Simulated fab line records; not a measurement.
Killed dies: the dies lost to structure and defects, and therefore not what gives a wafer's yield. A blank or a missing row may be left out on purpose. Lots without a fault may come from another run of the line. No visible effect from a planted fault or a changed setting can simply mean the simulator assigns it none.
2 desks, one fault / flow nand harc / every desk sees just its own numbers, and what lay behind them comes last

== AT THE METROLOGY DESK ==
What the gauges read, lot by lot, whatever tool the lot ran on: means of the sampled wafers that have a number. A lot is out of limits, marked OUT, if its mean lies more than 4 standard deviations from the usual mean; the brackets give that distance.
Columns: A = thk nm at NHARC_A_M1_THK_MEAS_24, usual 154.3 nm
lot=L808; first seen here=day 18 03:50; A=153.6
lot=L809; first seen here=day 18 15:36; A=154.9
lot=L812; first seen here=day 18 18:53; A=153.9
lot=L810; first seen here=day 18 19:49; A=155.1
lot=L813; first seen here=day 19 16:22; A=154.5
lot=L815; first seen here=day 19 20:51; A=153.6
lot=L816; first seen here=day 19 23:00; A=153.1
lot=L817; first seen here=day 19 23:20; A=153.0
lot=L819; first seen here=day 20 16:18; A=153.8
lot=L821; first seen here=day 20 17:31; A=152.8
lot=L822; first seen here=day 21 23:41; A=153.8
lot=L823; first seen here=day 22 06:37; A=157.1
lot=L826; first seen here=day 22 12:33; A=155.8
lot=L830; first seen here=day 22 21:38; A=156.2
Finding of this desk: none of the 14 lots has anything out of limits.

== AT THE TOOL OWNER'S DESK: rie metal-03 ==
The tool's own readings at NHARC_THIN_TSV_ETCH_59 (etches the open film in Cl2/BCl3, target depth 880 nm, time 138.1 s): means of the sampled wafers that have a number, for each lot that ran on this tool. A lot is out of limits, marked OUT, if its mean lies more than 4 standard deviations from the usual mean; the brackets give that distance.
Columns: A = bcl3 flow sccm at NHARC_THIN_TSV_ETCH_59, usual 29.99 sccm; B = drypump motor current A at NHARC_THIN_TSV_ETCH_59, usual 5.7 A; C = oes product au at NHARC_THIN_TSV_ETCH_59, usual 1.001 a.u.; D = run length s at NHARC_THIN_TSV_ETCH_59, usual 159.5 s; E = throttle valve pct at NHARC_THIN_TSV_ETCH_59, usual 22.264 %
lot=L809; first seen here=day 19 18:51; A=30.00; B=5.8; C=1.009; D=159.0; E=22.265
lot=L815; first seen here=day 20 21:47; A=29.96; B=5.3; C=1.010; D=159.4; E=22.254
lot=L819; first seen here=day 21 17:46; A=30.03; B=5.3; C=0.995; D=159.3; E=22.273
lot=L822; first seen here=day 22 21:14; A=29.89; B=5.8; C=1.007; D=159.1; E=22.262
lot=L823; first seen here=day 23 04:59; A=29.99; B=5.3; C=1.010; D=159.1; E=22.265
lot=L826; first seen here=day 23 12:56; A=30.00; B=5.8; C=1.001; D=151.0 (-19) OUT; E=22.268
lot=L830; first seen here=day 23 22:58; A=29.90; B=5.3; C=1.006; D=142.6 (-37) OUT; E=22.255
Finding of this desk: L826, L830 out of limits; the first was L826 at day 23 12:56, on run length s at NHARC_THIN_TSV_ETCH_59. L809, L815, L819, L822, L823 stayed within limits.

== PUT TOGETHER ==
At day 23 12:56, on L826, L830, the tool owner's desk was in a position to raise an alarm.
Nothing out of limits was seen by the metrology desk.
The metrology desk has L826, L830 on record, within its limits.
All the named lots went through NHARC_THIN_TSV_ETCH_59 on rie metal-03.

== WHAT THE SIMULATOR HAD PUT IN ==
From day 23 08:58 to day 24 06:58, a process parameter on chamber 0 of rie metal-03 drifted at NHARC_THIN_TSV_ETCH_59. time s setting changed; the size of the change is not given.
Lots struck among those shown: L826, L830.
How many hours passed from the start of the fault until each desk's first out-of-limits reading: the tool owner's desk, 4.
